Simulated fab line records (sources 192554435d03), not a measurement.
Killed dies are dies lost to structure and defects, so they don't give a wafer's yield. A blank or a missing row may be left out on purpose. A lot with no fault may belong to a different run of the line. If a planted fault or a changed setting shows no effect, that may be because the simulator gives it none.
fab line records | flow n5-finfet
record: lots: 10 wafers: 30 last-day: 17
route steps=1938 shown MOL_CONTACT_COAG@543 BEOL_M4@1111 PASSIVATION@1936
lots that met no fault: from a run of the same line without faults
start-h: the number of hours between the record's first day and the start of the first shown wafer of the lot | wait-h: hours from the lot's prior step to this one | " as in the row above | L1.1+2: several wafers, shown together as one row | - value missing, or start not given | * or withheld: withheld | < > ~ a bound
route shown NAME@n: a module of which the file shows steps, and the number in the route of the first | usual: the fault-free wafers' mean and standard deviation | same: alike in all rows | chamber/n: place in a boat | sites: each site's reading | _std_site: standard deviation of those values | _edge_site: inner sites' mean taken away from outer sites' mean | radius-mm: for every site, how far away it sits from the centre of the wafer | mask NAME#n: copy n | behind: the last tool/chamber to shape the wafer | hold: reason for holding the lot/hours on hold/outcome of the hold | device: transistor that didn't switch, given as n, p or np | end of line: the tests these same wafers got at the end of their route | a step given without rows: its recipe and nothing more | killed: count of dies lost to structure and defects at first sort (not the wafer's yield) | map: dies across one wafer; x = killed, . = not, _ = none there
set.NAME: the setting the step ran with; set.NAME@STEP: the setting that earlier step ran with | model.NAME: the simulator's own value behind a step, which no gauge read
a sample of lots followed through the steps of the route, with each step as a table and each wafer as a row
services: when a tool's chamber went out of use (start-h, in hours from the record's first day, below 0 if earlier), for how many hours, and the reason
== steps ==
step: N5_MOL_CONTACT_COAG_TI_SIL_19
recipe: material: Ti target-thk-a: 42 temp-c: 200 chamber-pressure-pa: 5 power-w: 5000 time-s: 15
usual: throttle-valve-pct: 30.4/0.73
columns lot.wafer tool chamber start-h wait-h throttle-valve-pct
L263.3 pvd-sputter-01 - 87.86 0.1 29.8
L263.5 " - " " 30.4
L263.6 " - " " 30.7
L264.3 pvd-sputter-02 - 93.53 0.5 30.4
L264.4 " - " " 31.1
L264.5 " - " " 29.5
L265.2 pvd-sputter-02 - 106.36 0.2 29.3
L265.4 " - " " 29.7
L265.5 " - " " 29.1
L269.2 pvd-sputter-03 - 130.87 0.2 31.1
L269.3 " - " " 31.8
L269.5 " - " " 31.6
L270.1 pvd-sputter-01 - 134.22 0.2 29.4
L270.3 " - " " 30.0
L270.6 " - " " 30.7
L272.1 pvd-sputter-01 - 145.67 0.2 30.4
L272.3 " - " " 29.7
L272.4 " - " " 29.7
L274.3 pvd-sputter-02 - 164.70 0.1 30.3
L274.4 " - " " 31.1
L274.6 " - " " 30.7
L282.1 pvd-sputter-03 - 205.30 0.6 31.1
L282.2 " - " " 31.8
L282.6 " - " " 31.1
L283.1 pvd-sputter-02 - 212.55 0.2 29.0
L283.2 " - " " 30.7
L283.6 " - " " 29.8
L285.2 pvd-sputter-02 - 225.83 1.6 29.7
L285.5 " - " " 30.9
L285.6 " - " " 29.7
step: N5_MOL_CONTACT_COAG_SIL_ANNEAL_21
recipe: temp-c: 550 time-s: 60 ambient: N2
usual: lamp-power-pct: 6.7/0.64 wafer_temp_C_max: 552.3/0.7
columns lot.wafer tool chamber start-h wait-h lamp-power-pct wafer_temp_C_max
L263.3 rtp-anneal-01 0 88.69 0.5 7.3 551.9
L263.5 " 0 " " 7.3 551.7
L263.6 " 0 " " 7.3 551.6
L264.3 rtp-anneal-02 0 94.18 0.4 6.0 552.8
L264.4 " 0 " " 6.1 553.2
L264.5 " 0 " " 6.1 553.5
L265.2 rtp-anneal-02 0 106.88 0.2 6.0 552.6
L265.4 " 0 " " 6.0 552.8
L265.5 " 0 " " 6.0 552.7
L269.2 rtp-anneal-01 0 131.40 0.2 7.3 551.8
L269.3 " 0 " " 7.3 552.3
L269.5 " 0 " " 7.3 552.3
L270.1 rtp-anneal-01 0 134.72 0.2 7.3 551.9
L270.3 " 0 " " 7.3 551.5
L270.6 " 0 " " 7.3 551.9
L272.1 rtp-anneal-02 0 146.38 0.4 6.0 552.4
L272.3 " 0 " " 6.0 552.8
L272.4 " 0 " " 6.0 553.7
L274.3 rtp-anneal-01 0 165.26 0.3 7.3 551.6
L274.4 " 0 " " 7.3 552.0
L274.6 " 0 " " 7.3 552.0
L282.1 rtp-anneal-02 0 205.79 0.2 6.0 552.8
L282.2 " 0 " " 6.0 553.0
L282.6 " 0 " " 6.0 552.3
L283.1 rtp-anneal-01 0 213.05 0.2 7.3 551.7
L283.2 " 0 " " 7.3 551.9
L283.6 " 0 " " 7.3 551.8
L285.2 rtp-anneal-02 0 226.44 0.3 6.0 552.9
L285.5 " 0 " " 6.1 552.1
L285.6 " 0 " " 6.1 553.1
step: N5_MOL_CONTACT_COAG_CMP_28
recipe: stop-on: SiNx t-overpolish-s: 0.85 post-cmp-clean: alkaline-brush down-force-psi: 4.15 platen-rpm: 51.8 pad-velocity-m-s: 1.0307 target-thk-nm: 14.522
usual: motor-current-A: 11.9/1.1 slurry-flow-ml-min: 150.0/0.48 time-to-endpoint-s: 4.8/2.2
columns lot.wafer tool chamber start-h wait-h motor-current-A slurry-flow-ml-min time-to-endpoint-s
L263.3 cmp-01 2 99.45 0.9 13.2 150.0 6.2
L263.6 " 0 " " 11.0 150.4 6.7
L263.5 " 1 " " 12.0 150.5 8.7
L264.3 cmp-01 1 102.07 0.8 12.9 149.7 4.7
L264.4 " 3 " " 10.7 149.5 4.2
L264.5 " 1 " " 12.8 150.1 5.7
L265.2 cmp-02 3 112.91 1.1 11.2 150.4 4.1
L265.4 " 1 " " 14.7 149.5 3.5
L265.5 " 3 " " 11.7 149.7 2.6
L269.2 cmp-01 2 138.95 0.9 13.4 150.2 3.8
L269.3 " 3 " " 11.0 149.7 3.4
L269.5 " 1 " " 12.5 151.0 2.7
L270.3 cmp-01 1 142.84 0.9 12.8 150.7 9.0
L270.1 " 2 " " 13.1 150.4 8.7
L270.6 " 0 " " 10.4 149.6 9.2
L272.3 cmp-01 2 152.84 0.8 13.1 149.9 3.9
L272.1 " 0 " " 10.9 150.4 6.7
L272.4 " 1 " " 12.1 149.7 7.1
L274.4 cmp-04 2 173.59 0.8 12.1 149.6 5.6
L274.3 " 0 " " 11.8 150.1 3.6
L274.6 " 2 " " 11.9 150.2 3.6
L282.1 cmp-02 1 212.08 0.8 14.2 149.8 5.7
L282.2 " 3 " " 12.4 150.1 5.1
L282.6 " 1 " " 14.6 149.8 3.8
L283.1 cmp-01 0 218.76 0.8 10.4 149.8 4.1
L283.2 " 1 " " 12.4 149.4 2.4
L283.6 " 3 " " 10.8 149.8 2.9
L285.2 cmp-02 3 233.26 0.8 11.9 150.0 2.9
L285.6 " 3 " " 11.5 150.4 3.4
L285.5 " 0 " " 12.3 149.0 3.0
step: N5_MOL_CONTACT_COAG_OVL_MEAS_85
recipe: points-per-wafer: 522
usual: VG_OVL: 0.0/0.86
columns lot.wafer tool chamber start-h wait-h VG_OVL[nm]
L263.3 overlay-01 0 103.20 0.0 0.5
L263.5 " 0 " " 1.0
L263.6 " 0 " " 1.0
L264.3 overlay-01 0 105.18 0.0 -0.2
L264.4 " 0 " " 0.6
L264.5 " 0 " " -0.7
L265.2 overlay-01 0 114.27 0.0 0.8
L265.4 " 0 " " -1.3
L265.5 " 0 " " -0.8
L269.2 overlay-01 0 140.43 0.0 -1.6
L269.3 " 0 " " -1.1
L269.5 " 0 " " -0.7
L270.1 overlay-02 0 146.38 0.0 -1.2
L270.3 " 0 " " -1.1
L270.6 " 0 " " -0.4
L272.1 overlay-01 0 154.74 0.1 0.0
L272.3 " 0 " " 0.5
L272.4 " 0 " " 0.3
L274.3 overlay-01 0 175.34 0.0 0.3
L274.4 " 0 " " -0.4
L274.6 " 0 " " -0.7
L282.1 overlay-01 0 213.26 0.0 -0.1
L282.2 " 0 " " 0.9
L282.6 " 0 " " -0.3
L283.1 overlay-01 0 220.02 0.0 0.5
L283.2 " 0 " " 0.4
L283.6 " 0 " " -0.3
L285.2 overlay-01 0 236.10 0.0 1.1
L285.5 " 0 " " 0.8
L285.6 " 0 " " -0.2
step: N5_MOL_CONTACT_COAG_INSPECT_57
recipe: mode: adi inspect-instrument: brightfield
usual: raw-defect-count: 232/58
columns lot.wafer tool chamber start-h wait-h raw-defect-count
L263.3 defect-inspect-02 - 103.24 0.0 212
L263.5 " - " " 151
L263.6 " - " " 136
L264.3 defect-inspect-02 - 105.23 0.0 257
L264.4 " - " " 236
L264.5 " - " " 293
L265.2 defect-inspect-02 - 114.33 0.0 148
L265.4 " - " " 135
L265.5 " - " " 159
L269.2 defect-inspect-02 - 140.49 0.0 281
L269.3 " - " " 288
L269.5 " - " " 290
L270.1 defect-inspect-01 - 146.44 0.1 216
L270.3 " - " " 196
L270.6 " - " " 169
L272.1 defect-inspect-02 - 154.80 0.1 278
L272.3 " - " " 273
L272.4 " - " " 320
L274.3 defect-inspect-01 - 175.39 0.0 226
L274.4 " - " " 272
L274.6 " - " " 261
L282.1 defect-inspect-01 - 213.31 0.1 969
L282.2 " - " " 945
L282.6 " - " " 945
L283.1 defect-inspect-01 - 220.07 0.1 162
L283.2 " - " " 240
L283.6 " - " " 190
L285.2 defect-inspect-01 - 236.15 0.0 872
L285.5 " - " " 874
L285.6 " - " " 894
step: N5_BEOL_M4_RC_MEAS_101
usual: DIBL_N: 36.3/1.4 DIBL_P: 35.7/1.5 IOFF_N: 0.155/0.022 IOFF_P: 0.204/0.027 ION_N: 671/9 ION_P: 459/6.2 SS_N: 71.5/0.54 SS_P: 73.1/0.56 VT_N: 250.2/2.6 VT_P: -251/3.3
columns lot.wafer tool chamber start-h wait-h DIBL_N[mV/V] DIBL_P[mV/V] IOFF_N[nA/um] IOFF_P[nA/um] ION_N[uA/um] ION_P[uA/um] SS_N[mV/dec] SS_P[mV/dec] VT_N[mV] VT_P[mV]
L264.3 prober-02 0 183.83 0.3 37.2 36.6 0.163 0.231 675 466 71.6 73.9 247.0 -247
L264.4 " 0 " " 35.4 34.2 0.129 0.187 664 461 70.4 73.0 253.1 -248
L264.5 " 0 " " 34.5 32.8 0.117 0.180 659 458 70.5 72.1 252.6 -250
L263.3 prober-01 0 185.35 0.3 35.6 34.2 0.157 0.207 673 457 71.9 72.7 246.0 -248
L263.5 " 0 " " 34.3 33.4 0.136 0.192 661 461 71.4 72.6 249.0 -249
L263.6 " 0 " " 35.9 34.4 0.157 0.203 664 457 71.1 72.8 248.9 -250
L265.2 prober-01 0 186.80 0.2 35.3 35.6 0.162 0.216 677 466 71.7 73.3 247.9 -248
L265.4 " 0 " " 35.4 35.4 0.156 0.221 663 462 71.7 73.4 249.2 -249
L265.5 " 0 " " 34.2 33.7 0.144 0.187 671 457 70.8 72.3 250.9 -251
L269.2 prober-01 0 209.97 0.2 39.1 38.6 0.197 0.257 682 466 72.3 73.6 247.3 -245
L269.3 " 0 " " 38.6 37.1 0.182 0.242 665 454 71.6 74.0 248.6 -246
L269.5 " 0 " " 38.9 37.1 0.195 0.238 678 458 73.4 73.4 250.4 -249
L270.1 prober-01 0 212.61 0.0 35.3 35.5 0.133 0.177 677 462 70.9 72.4 253.2 -255
L270.3 " 0 " " 36.1 35.9 0.149 0.185 661 451 71.3 73.4 251.9 -255
L270.6 " 0 " " 36.7 35.6 0.151 0.174 668 447 71.6 72.5 252.9 -258
L272.1 prober-01 0 232.23 0.0 34.8 33.3 0.128 0.189 669 468 72.3 73.1 252.8 -247
L272.3 " 0 " " 36.0 35.0 0.153 0.218 679 465 71.9 72.9 248.1 -248
L272.4 " 0 " " 36.4 35.6 0.152 0.225 662 464 71.5 72.9 250.0 -247
L274.3 prober-01 0 240.33 0.3 38.0 37.9 0.180 0.227 677 463 71.9 73.6 247.7 -250
L274.4 " 0 " " 35.7 35.1 0.140 0.175 677 456 71.7 73.2 252.3 -255
L274.6 " 0 " " 35.8 35.1 0.141 0.172 655 449 71.4 72.9 253.1 -254
L282.1 prober-02 0 284.96 0.0 36.2 36.8 0.153 0.207 675 466 71.5 72.7 250.7 -250
L282.2 " 0 " " 36.3 36.8 0.158 0.213 671 460 71.3 73.0 251.5 -249
L282.6 " 0 " " 35.9 36.0 0.143 0.194 663 457 71.1 72.4 253.7 -251
L283.1 prober-01 0 293.64 0.0 36.0 35.2 0.143 0.185 674 459 71.3 72.9 252.5 -254
L283.2 " 0 " " 34.7 33.2 0.120 0.159 655 450 72.0 72.7 253.5 -254
L283.6 " 0 " " 37.8 37.7 0.188 0.224 682 464 71.5 73.9 245.5 -251
L285.2 prober-01 0 302.79 0.2 33.6 33.7 0.105 0.161 653 456 71.3 72.2 254.8 -251
L285.5 " 0 " " 36.1 36.6 0.139 0.207 663 461 71.6 73.2 251.6 -251
L285.6 " 0 " " 33.8 33.5 0.106 0.159 644 452 70.9 72.9 255.0 -254
step: N5_PASSIVATION_PROBE_49
usual: defect-limited-yield: 91.0/1.5 killed_at_M0_to_M3: 36/12 killed_at_M4_up: 14/5.5 killed-at-contacts: 11/4.8 killed-at-front-end: 42/12 killed-at-other: 3.7/2.7 killed-dies: 106/18 killed-on-rim: 13/4.5 killed-open: 70/13 killed-short: 35/8.2 sort_bin_5_function: 5.3/1 sort_bin_6_memory: 3.3/0.69 sort-n-pass: 1074/18 sort-yield-pct: 91.0/1.5
same: gross-dies: 1180 killed-at-back-side: 0 sort_bin_4_leakage[%]: 0 sort_bin_8_speed[%]: 0
columns lot.wafer tool chamber start-h wait-h defect-limited-yield[%] killed_at_M0_to_M3 killed_at_M4_up killed-at-contacts killed-at-front-end killed-at-other killed-dies killed-on-rim killed-open killed-short sort_bin_5_function[%] sort_bin_6_memory[%] sort-n-pass sort-yield-pct[%]
L282.1 prober-01 - 399.64 0.0 51.7 38 10 471 44 7 570 77 65 38 30.4 14.9 610 51.7
L282.2 prober-01 - 399.69 0.1 48.7 30 14 529 32 0 605 81 60 30 33.2 14.7 575 48.7
L282.6 prober-01 - 399.89 0.3 53.1 30 9 470 41 4 554 69 65 26 29.7 14.6 626 53.1
L285.2 prober-01 - 406.11 0.1 51.6 15 14 506 33 3 571 75 52 24 30.0 15.4 609 51.6
L285.5 prober-01 - 406.26 0.2 52.8 21 9 497 27 3 557 69 41 22 31.9 13.1 623 52.8
L285.6 prober-01 - 406.31 0.3 51.4 24 19 508 17 5 573 63 48 23 30.3 14.9 607 51.4
killed by level:class
L282.1 MOL_CONTACT_COAG:unspecified=467 STI_FIN_REVEAL:geometric-particle:open=10 FIN_SAQP:geometric-particle:open=9 FIN_SAQP:geometric-particle:short=8 BEOL_M0_SAQP:geometric-particle:short=7 BEOL_M0_SAQP:geometric-particle:open=6 BEOL_M2:geometric-particle:open=6 ILD0:geometric-particle:short=5
L282.2 MOL_CONTACT_COAG:unspecified=515 MOL_CONTACT_COAG:geometric-particle:open=13 BEOL_M1:geometric-particle:open=6 BEOL_M0_SAQP:geometric-particle:open=6 FIN_SAQP:geometric-particle:open=5 FIN_SAQP:geometric-particle:short=5 STI_FIN_REVEAL:geometric-particle:short=5 DUMMY_GATE:geometric-particle:open=5
L282.6 MOL_CONTACT_COAG:unspecified=463 FIN_SAQP:geometric-particle:open=10 BEOL_M2:geometric-particle:open=8 BEOL_M1:geometric-particle:open=7 STI_FIN_REVEAL:geometric-particle:open=5 MOL_CONTACT_COAG:geometric-particle:open=5 DUMMY_GATE:geometric-particle:open=4 BEOL_M0_SAQP:geometric-particle:open=4
L285.2 MOL_CONTACT_COAG:unspecified=495 MOL_CONTACT_COAG:geometric-particle:open=9 FIN_SAQP:geometric-particle:open=8 BEOL_M4:geometric-particle:open=8 FIN_SAQP:geometric-particle:short=5 GATE_CUT:geometric-particle:short=5 DUMMY_GATE:geometric-particle:open=4 BEOL_M3:geometric-particle:open=4
L285.5 MOL_CONTACT_COAG:unspecified=490 FIN_SAQP:geometric-particle:short=6 BEOL_M1:geometric-particle:open=5 BEOL_M3:geometric-particle:open=5 MOL_CONTACT_COAG:geometric-particle:open=4 FIN_SAQP:geometric-particle:open=3 DUMMY_GATE:geometric-particle:open=3 MOL_CONTACT_COAG:geometric-particle:short=3
L285.6 MOL_CONTACT_COAG:unspecified=501 BEOL_M4:geometric-particle:open=9 BEOL_M5:geometric-particle:open=7 MOL_CONTACT_COAG:geometric-particle:open=6 BEOL_M1:geometric-particle:open=6 BEOL_M2:geometric-particle:open=6 BEOL_M3:geometric-particle:short=5 STI_FIN_REVEAL:geometric-particle:open=3
== services ==
columns tool chamber start-h hours kind
pvd-sputter-01 - 64.62 4.3 repair
cmp-02 - 66.82 0.3 repair
cmp-04 - 68.05 0.7 repair
cmp-01 - 73.34 6.6 repair
cmp-04 - 77.74 4.0 repair
cmp-02 - 93.69 1.8 repair
cmp-01 - 95.28 3.5 repair
cmp-02 - 107.47 5.4 pm
cmp-01 - 108.73 12.0 pm
cmp-04 - 112.04 4.0 pm
cmp-04 - 116.04 - consumable-replace:conditioner
cmp-04 - 116.04 - consumable-replace:pad
cmp-01 - 127.49 4.0 repair
cmp-02 - 143.95 4.6 pm
cmp-04 - 160.84 3.5 pm
cmp-01 - 176.78 0.4 repair
cmp-04 - 195.87 0.9 repair
cmp-02 - 214.94 0.6 repair
rtp-anneal-01 - 217.81 1.1 pm
cmp-01 - 231.10 4.0 pm
== key ==
first-sign: step: N5_MOL_CONTACT_COAG_INSPECT_57 reading: raw-defect-count direction: up sigmas: 12 usual: 232 struck: 916
effect: step: N5_PASSIVATION_PROBE_49 reading: killed-at-contacts direction: up sigmas: 99+ usual: 11 struck: 497
more-kills-born-at: N5_MOL_CONTACT_COAG_CMP_28@cmp-02: 2930
met-at N5_MOL_CONTACT_COAG_CMP_28
struck-lots L282,L285
not-acting-at N5_MOL_CONTACT_COAG_TI_SIL_19,N5_MOL_CONTACT_COAG_SIL_ANNEAL_21,N5_MOL_CONTACT_COAG_OVL_MEAS_85
onset-between 112.91 212.08
fault: kind: chamber-particle-source tool: cmp-02 chamber: - onset-h: 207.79 steps: N5_MOL_CONTACT_COAG_CMP_28 rate-per-visit-cm2: 0.9975 end-h: 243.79
